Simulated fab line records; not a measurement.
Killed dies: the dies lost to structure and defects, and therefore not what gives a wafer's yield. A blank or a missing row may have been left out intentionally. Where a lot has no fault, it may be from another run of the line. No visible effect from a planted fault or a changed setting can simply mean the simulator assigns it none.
Which tool was responsible?	flow n5 finfet	Sampling: 12 lots, 36 wafers, 3 of 1938 route steps

== WHAT THE GAUGES SHOWED, per wafer ==
N5_BEOL_M10_INSPECT_13: inspects for defects (brightfield).
lot	measured	on	raw defect count
L075	day 11 06:08	defect inspect-02	380 258 219
L077	day 11 19:22	defect inspect-02	347 324 370
L078	day 11 21:17	defect inspect-02	336 326 296
L081	day 12 06:08	defect inspect-01	410 572 401
L082	day 13 02:35	defect inspect-01	468 647 441
L086	day 13 18:13	defect inspect-01	386 414 351
L085	day 14 06:37	defect inspect-01	348 411 427
L090	day 15 00:45	defect inspect-02	388 476 427
L089	day 15 10:35	defect inspect-01	455 480 381
L092	day 16 03:42	defect inspect-01	319 408 288
L094	day 16 07:07	defect inspect-01	342 397 402
L097	day 17 11:14	defect inspect-02	383 346 372

== EACH LOT AND THE TOOL THAT RAN IT (in order: tool; ch and the chambers of the sampled wafers; start) ==
lot	N5_BEOL_M9_DEGAS_44	N5_BEOL_M9_PRE_CLEAN_45
L075	pvd sputter-01, day 11 01:45	pvd sputter-01, day 11 01:47
L077	pvd sputter-03, day 11 12:27	pvd sputter-03, day 11 12:29
L078	pvd sputter-03, day 11 17:43	pvd sputter-03, day 11 17:46
L081	pvd sputter-02, day 12 00:49	pvd sputter-02, day 12 00:52
L082	pvd sputter-03, day 12 22:59	pvd sputter-03, day 12 23:02
L086	pvd sputter-02, day 13 14:04	pvd sputter-02, day 13 14:07
L085	pvd sputter-02, day 13 23:36	pvd sputter-02, day 13 23:38
L090	pvd sputter-02, day 14 21:22	pvd sputter-02, day 14 21:25
L089	pvd sputter-03, day 15 06:35	pvd sputter-03, day 15 06:38
L092	pvd sputter-01, day 15 23:43	pvd sputter-01, day 15 23:46
L094	pvd sputter-01, day 16 00:48	pvd sputter-01, day 16 00:50
L097	pvd sputter-01, day 17 05:30	pvd sputter-01, day 17 05:32
- N5_BEOL_M9_DEGAS_44: time 60 s.
- N5_BEOL_M9_PRE_CLEAN_45: time 30 s.

== THE ANSWER, worked out from the rows above alone ==
Rule: the lots themselves supply what counts as usual. The widest of any qualifying gaps counts: lots, ordered by their means at a reading, are off when they make up no more than a third of the lots, leave a main group of 4 or more, and stand apart from it by 3 or more times the standard deviation of that group's means. A main group whose means are all the same, to the digits that the tables above print for the reading, isn't used. Also off: a lot with no number at a reading for which 4 or more lots have one. Any other lot the step has rows for is counted as sound.
Across all readings shown, no lot is off: no conclusion can be drawn from this.

== WHAT HAD BEEN PUT IN BY THE SIMULATOR ==
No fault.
